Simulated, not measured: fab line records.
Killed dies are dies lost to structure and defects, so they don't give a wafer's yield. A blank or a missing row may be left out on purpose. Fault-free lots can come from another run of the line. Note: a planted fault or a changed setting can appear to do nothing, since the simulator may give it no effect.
8D (eight disciplines) problem report, filled in by code ; flow n5_finfet ; the parts of the form that need people (team, actions taken, sign-off) are left out
Where a reading is given only as a bound, like >300, the bound stands for it, and a mean or a difference that rests on one is marked > or <: the true number lies beyond.

== 1. PROBLEM STATEMENT ==
raw_defect_count at N5_MIM_TOP_LITHO_INSPECT_12 reads a mean of >300 on 2 wafers of 2 lots; wafers without a fault read 2.1 with a standard deviation of 1.6. That is +99 or more standard deviations from the usual mean.
The step: inspects for defects (macro).
The first sign was on wafer L587.2 at day 16 23:10, on defect_inspect-01. At this step, 30 wafers from 10 lots have a number in the record. The rule behind "out" and "out of limits": a value lying over 4 standard deviations away from the usual mean. Any other wafer with a number is counted as sound.

== 2. WHAT IT IS AND WHAT IT IS NOT ==
question;is;is not
which readings at this step;raw_defect_count;-
which lots;L587, L588;L573, L574, L575, L577, L578, L584, L589, L592
which wafers of those lots;L587.2, L588.4;L587.1, L587.6, L588.1, L588.5
read on which gauges;defect_inspect-01;defect_inspect-02
when;from day 16 23:10;"up to then (20 sound wafers); but 8 sound wafers of L588, L589, L592 came after"

== 3. THE SUSPECTS, EACH WITH WHAT RULES IT OUT ==
Counting: if a tool at a process step up to the reading ran every lot that is out, it stays a suspect. Sound lots after the first of them don't rule it out here, since some wafers of a struck lot are sound.
- the gauge at N5_MIM_TOP_LITHO_INSPECT_12: ruled out. All the wafers that are out were read on defect_inspect-01, but those of them that N5_PASSIVATION_PROBE_49 has rows for are out there too, on other tools.
- rie_diel-06 at N5_BEOL_M15_TRENCH_ETCH_34 (etches SiO2 in C4F8/O2/Ar, target depth 872.93 nm, time 199 s): kept. Every lot that is out went through it, the first being L587 (day 16 13:09); the last sound lot it ran before that was L577 (day 14 05:53).
- rie_diel-06 at N5_BEOL_M15_STRIP_37 (strips in O2): kept. Every lot that is out went through it, the first being L587 (day 16 19:21); the last sound lot it ran before that was L577 (day 14 14:26). N5_BEOL_M15_STRIP_37 gives no start for some lots, so the hours and the order of its lots are those of N5_MIM_TOP_ALD_00.
- ald_hk-02 at N5_MIM_TOP_ALD_00 (deposits Al2O3, purge time 3 s, co reactant pulse time 3 s): kept. Every lot that is out went through it, the first being L587 (day 16 19:21); the last sound lot it ran before that was L584 (day 16 06:26).
- In rie_diel-06 at N5_BEOL_M15_STRIP_37, the wafers that are out were processed in chamber 1 and their sound lot-mates in chambers 0, 2, 3.
- In ald_hk-02 at N5_MIM_TOP_ALD_00, the wafers that are out were processed in chamber 2 and their sound lot-mates in chambers 1, 3.
Left after counting: rie_diel-06 at N5_BEOL_M15_TRENCH_ETCH_34, rie_diel-06 at N5_BEOL_M15_STRIP_37, ald_hk-02 at N5_MIM_TOP_ALD_00.

== 4. THE CAUSE (what the simulator had put in) ==
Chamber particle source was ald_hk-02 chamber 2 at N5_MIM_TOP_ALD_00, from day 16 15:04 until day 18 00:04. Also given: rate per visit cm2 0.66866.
Counting leaves 3 suspects; this tool is one of them.

== 5. THE EFFECT CHAIN, in route order ==
One row per reading whose mean, taken over the struck wafers that have a number, lies over 3 standard deviations from the usual. Scope: only readings with a usual standard deviation given in the record; hours: median across lots of the time from each lot's start at the first step in this table that gives one to its start at this step; sigmas: change in usual standard deviations.
hours;step;reading;usual;on struck wafers;change;sigmas
0;N5_MIM_TOP_LITHO_INSPECT_12;raw_defect_count;2.1;>300;>+298;+99 or more
11;N5_PASSIVATION_PROBE_49;defect_limited_yield;91.3 %;86.1;-5.2;-4.0
11;N5_PASSIVATION_PROBE_49;killed_at_other;4;62;+58;+16
11;N5_PASSIVATION_PROBE_49;killed_dies;103;164;+61;+4.1
11;N5_PASSIVATION_PROBE_49;killed_on_rim;14;30;+16;+3.9
11;N5_PASSIVATION_PROBE_49;sort_bin_5_function;5.1 %;8.1;+3.0;+3.4
11;N5_PASSIVATION_PROBE_49;sort_n_pass;1077;1016;-61;-4.1
11;N5_PASSIVATION_PROBE_49;sort_yield_pct;91.3 %;86.1;-5.2;-4.0
Its process steps:
- N5_PASSIVATION_PROBE_49
Later measuring or inspecting steps at which every struck wafer that the step has a row for has a number for every such reading, and none has moved that far: N5_MIM_BOT_LITHO_CD_MEAS_08.

== 6. WHAT WOULD HAVE CAUGHT IT SOONER ==
The first out-of-limits reading at a measuring or inspecting step in this record came at day 16 23:10, 8 hours after the fault's start at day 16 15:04.
No tool reading at N5_MIM_TOP_ALD_00 that has a usual standard deviation in the record was out on any struck wafer, so an alarm limit of 4 standard deviations on those readings would not have fired.
Of the lots that are out (2), L588 began N5_MIM_TOP_ALD_00 on ald_hk-02 after day 16 23:10. A hold on the tool at that time would have spared it.
